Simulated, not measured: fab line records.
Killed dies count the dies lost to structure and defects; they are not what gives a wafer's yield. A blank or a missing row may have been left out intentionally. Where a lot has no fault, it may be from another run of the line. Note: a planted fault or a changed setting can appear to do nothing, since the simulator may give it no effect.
Matching of chambers ; flow nand-harc ; 4 sister chambers for NHARC_P_CONTACT_DESCUM_17 on rie-diel-11
The step chemistry O2, time 3 s. 8 wafers are shown with their chamber, then 10 later ones without.

WAFERS, EACH WITH ITS CHAMBER
wafer;chamber;drypump-motor-current-A (A);oes-product-au (a.u.)
L076.5;3;5.87;0.990
L083.1;2;5.57;0.963
L083.5;0;5.38;0.986
L084.1;3;5.91;1.003
L084.2;2;5.57;0.986
L084.5;1;5.52;0.999
L085.1;0;5.38;1.003
L085.3;1;5.52;0.999

WAFERS WITH NO CHAMBER GIVEN
wafer;drypump-motor-current-A (A);oes-product-au (a.u.)
L085.4;5.57;0.984
L089.2;5.60;0.988
L089.4;5.88;0.997
L089.5;5.61;0.981
L088.2;5.38;1.013
L088.3;5.61;0.992
L088.6;5.63;0.983
L094.1;5.55;0.967
L094.4;5.49;0.973
L094.6;5.56;0.981

CHAMBER TAKEN BY EACH
wafer;from the rows above;in truth
L085.4;2;2
L089.2;2;2
L089.4;3;3
L089.5;2;2
L088.2;0;0
L088.3;2;2
L088.6;2;2
L094.1;2;2
L094.4;1;1
L094.6;2;2
Correctly placed: 10 of 10. From these rows, 0 cannot be placed. Placed wrongly: 0.
How it was worked out, from the rows above alone: a wafer's distance from a chamber is the root of the sum, over the readings, of the square of ((its reading less the chamber's mean) divided by the reading's scatter). If the next closest chamber is less than 2 further off than the closest, the wafer can't be placed; otherwise it belongs to the closest. A chamber's mean is the mean of its shown wafers. How the scatter is found: for the shown wafers, subtract from each reading the mean of its chamber, square and add these, divide the total by (wafers less chambers), then take the root.
